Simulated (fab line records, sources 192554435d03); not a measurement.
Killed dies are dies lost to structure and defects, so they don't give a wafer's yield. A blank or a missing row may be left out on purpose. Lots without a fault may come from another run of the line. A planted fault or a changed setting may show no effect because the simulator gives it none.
Chamber matching | flow n5_finfet | N5_BEOL_M3_CO_CAP_55 on cvd_co-01: 3 sister chambers
The step material Co, precursor CCTBA/H2, target thk 2 nm, time 102.1 s. 6 wafers are shown with their chamber, then 12 later ones without.

WAFERS WITH THEIR CHAMBER
wafer  | chamber | heater_power_w (W)
L082.2 | 2       | 256
L085.1 | 2       | 258
L088.5 | 1       | 224
L089.1 | 0       | 247
L089.4 | 0       | 254
L089.6 | 1       | 231

WAFERS WITHOUT THEIR CHAMBER
wafer  | heater_power_w (W)
L093.1 | 250
L093.2 | 230
L093.6 | 252
L094.1 | 250
L094.4 | 254
L094.5 | 250
L096.3 | 254
L096.4 | 245
L096.6 | 259
L097.2 | 226
L097.3 | 249
L097.5 | 249

WHICH CHAMBER EACH WENT THROUGH
wafer  | from the rows above     | in truth
L093.1 | can't be placed: 0 or 2 | 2
L093.2 | 1                       | 1
L093.6 | can't be placed: 0 or 2 | 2
L094.1 | can't be placed: 0 or 2 | 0
L094.4 | can't be placed: 2 or 0 | 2
L094.5 | can't be placed: 0 or 2 | 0
L096.3 | can't be placed: 2 or 0 | 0
L096.4 | can't be placed: 0 or 2 | 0
L096.6 | can't be placed: 2 or 0 | 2
L097.2 | 1                       | 1
L097.3 | can't be placed: 0 or 2 | 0
L097.5 | can't be placed: 0 or 2 | 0
Placed correctly: 2 of 12. Can't be placed from these rows: 10 (the true chamber is among the candidates in 10). Placed wrongly: 0.
How it was worked out, from the rows above alone: a wafer's distance from a chamber is the root of the sum, over the readings, of the square of ((its reading less the chamber's mean) divided by the reading's scatter). The wafer belongs to the nearest chamber; if the next one is less than 2 further off, it can't be placed. A chamber's mean is the mean of its shown wafers. The scatter: the root of (the sum of the squares of (reading less its chamber's mean) over the shown wafers, divided by (wafers less chambers)).
